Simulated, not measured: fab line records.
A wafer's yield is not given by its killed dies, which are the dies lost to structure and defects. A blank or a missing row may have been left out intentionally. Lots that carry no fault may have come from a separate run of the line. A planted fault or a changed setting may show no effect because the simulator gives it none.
Which tool was responsible? | flow nand-harc | 13 lots with 39 wafers sampled at 5 steps, on a route of 1302 steps

WHAT EACH GAUGE READ, for each wafer
NHARC_P_M0_INSPECT_11.
lot  | measured     | on                | raw-defect-count
L988 | day 6 11:02  | defect-inspect-02 | 4 4 2
L989 | day 6 21:01  | defect-inspect-02 | 6 7 8
L990 | day 7 11:55  | defect-inspect-02 | 8 5 6
L991 | day 8 00:07  | defect-inspect-01 | 8 4 4
L993 | day 8 21:35  | defect-inspect-02 | 3 2 6
L995 | day 9 07:54  | defect-inspect-02 | 1 7 1
L996 | day 9 18:40  | defect-inspect-01 | 4 5 3
L999 | day 11 00:59 | defect-inspect-01 | 7 5 4
L100 | day 11 13:50 | defect-inspect-02 | 8 7 10
L101 | day 11 23:59 | defect-inspect-01 | 8 5 4
L102 | day 12 02:27 | defect-inspect-02 | 1 6 2
L104 | day 13 04:49 | defect-inspect-02 | 5 6 10
L110 | day 15 12:05 | defect-inspect-02 | 3 4 3

NHARC_P_M0_THK_MEAS_24: measures by xrf.
lot  | measured     | on            | thk-nm (nm)
L988 | day 6 13:25  | film-metro-02 | 116.3 115.9 116.8
L989 | day 7 00:06  | film-metro-01 | 115.0 116.0 114.8
L990 | day 7 14:22  | film-metro-02 | 115.0 114.3 116.1
L991 | day 8 02:31  | film-metro-02 | 118.3 119.0 120.1
L993 | day 9 00:05  | film-metro-02 | 118.6 118.8 117.7
L995 | day 9 10:37  | film-metro-02 | 117.2 116.1 119.0
L996 | day 9 21:11  | film-metro-01 | 119.3 117.4 117.4
L999 | day 11 03:25 | film-metro-01 | 117.8 116.6 118.5
L100 | day 11 16:13 | film-metro-02 | 117.2 115.1 118.5
L101 | day 12 02:22 | film-metro-01 | 114.5 118.2 116.4
L102 | day 12 05:07 | film-metro-02 | 119.6 117.3 120.9
L104 | day 13 07:29 | film-metro-01 | 118.7 117.9 120.0
L110 | day 15 14:48 | film-metro-02 | 117.6 117.7 117.0

NHARC_END_SORT_01.
lot  | measured     | on        | defect-limited-yield (%) | killed-at-array | killed-at-other | killed-at-periphery | killed-dies | killed-open | killed-short
L996 | day 28 11:33 | prober-01 | 93.5 90.0 91.6           | 39 62 55        | 1 0 0           | 4 6 2               | 44 68 57    | 4 2 2       | 1 3 2

TOOL THAT RAN EACH LOT (tool first, then ch and the chambers of the sampled wafers, then the start)
lot  | NHARC_P_M0_ETCH_15                            | NHARC_P_M0_PVD_20
L988 | rie-diel-01 ch 2,3, day 6 12:10 or earlier    | pvd-sputter-03, day 6 12:10
L989 | rie-diel-01 ch 0,2,3, day 6 22:43 or earlier  | pvd-sputter-02, day 6 22:43
L990 | rie-diel-10 ch 0,1,2, day 7 13:04 or earlier  | pvd-sputter-02, day 7 13:04
L991 | rie-diel-01 ch 0,1,3, day 8 01:12 or earlier  | pvd-sputter-01, day 8 01:12
L993 | rie-diel-01 ch 0,2, day 8 21:56               | pvd-sputter-03, day 8 22:48
L995 | rie-diel-10 ch 0,2,3, day 9 09:20 or earlier  | pvd-sputter-02, day 9 09:20
L996 | rie-diel-10 ch 0,1,3, day 9 19:52 or earlier  | pvd-sputter-01, day 9 19:52
L999 | rie-diel-01 ch 0,2, day 11 02:08 or earlier   | pvd-sputter-03, day 11 02:08
L100 | rie-diel-01 ch 0,2,3, day 11 14:56 or earlier | pvd-sputter-02, day 11 14:56
L101 | rie-diel-01 ch 0,1, day 12 01:08 or earlier   | pvd-sputter-02, day 12 01:08
L102 | rie-diel-01 ch 1,2,3, day 12 03:34 or earlier | pvd-sputter-01, day 12 03:34
L104 | rie-diel-01 ch 0,1,3, day 13 05:55 or earlier | pvd-sputter-02, day 13 05:55
L110 | rie-diel-01 ch 1,2, day 15 13:15 or earlier   | pvd-sputter-01, day 15 13:15
- NHARC_P_M0_ETCH_15: etches the open film in C4F8/Ar, target depth 150 nm, overetch 15 nm, time 82.5 s.
- NHARC_P_M0_PVD_20: deposits TaN, target thk 5 nm, time 8.06 s.

WHAT THE TOOLS THEMSELVES READ (means of the sampled wafers that have a number; where no wafer has one, the mark that the record gives instead)
NHARC_P_M0_ETCH_15.
lot  | tool        | oes-product-au (a.u.) | rf-vpp-V (V)
L988 | rie-diel-01 | 0.981                 | 440.7
L989 | rie-diel-01 | 0.945                 | 439.8
L990 | rie-diel-10 | 0.953                 | 439.7
L991 | rie-diel-01 | 0.977                 | 440.4
L993 | rie-diel-01 | 0.962                 | 439.0
L995 | rie-diel-10 | 0.935                 | 438.8
L996 | rie-diel-10 | 0.932                 | 439.9
L999 | rie-diel-01 | 0.960                 | 438.6
L100 | rie-diel-01 | 0.971                 | 439.5
L101 | rie-diel-01 | 0.966                 | 439.6
L102 | rie-diel-01 | 0.962                 | 440.0
L104 | rie-diel-01 | 0.945                 | 440.4
L110 | rie-diel-01 | 0.972                 | 439.6

NHARC_P_M0_PVD_20.
lot  | tool           | throttle-valve-pct (%)
L988 | pvd-sputter-03 | 29.6
L989 | pvd-sputter-02 | 28.5
L990 | pvd-sputter-02 | 29.0
L991 | pvd-sputter-01 | 31.2
L993 | pvd-sputter-03 | 29.4
L995 | pvd-sputter-02 | 29.1
L996 | pvd-sputter-01 | 31.8
L999 | pvd-sputter-03 | 29.6
L100 | pvd-sputter-02 | 27.9
L101 | pvd-sputter-02 | 28.3
L102 | pvd-sputter-01 | 30.3
L104 | pvd-sputter-02 | 28.7
L110 | pvd-sputter-01 | 30.4

THE ANSWER, worked out from the rows above alone
Rule: the usual values come from the lots themselves. The widest of any qualifying gaps counts: lots, ordered by their means at a reading, are off when they make up no more than a third of the lots, leave a main group of 4 or more, and stand apart from it by 3 or more times the standard deviation of that group's means. A main group whose means are all the same, to the digits that the tables above print for the reading, isn't used. Also off: a lot with no number at a reading for which 4 or more lots have one. Where the step has rows for the other lots, those lots are counted as sound. Order of review: gauges by route order, followed by the tools' own readings, for which a lot's mean as printed above is used. At the first step where some lot is off, the reading lying furthest off is the one used; lots without a number count as furthest.
No lot is off on any of the readings shown, so nothing can be concluded from this.

WHAT HAD BEEN PUT IN BY THE SIMULATOR
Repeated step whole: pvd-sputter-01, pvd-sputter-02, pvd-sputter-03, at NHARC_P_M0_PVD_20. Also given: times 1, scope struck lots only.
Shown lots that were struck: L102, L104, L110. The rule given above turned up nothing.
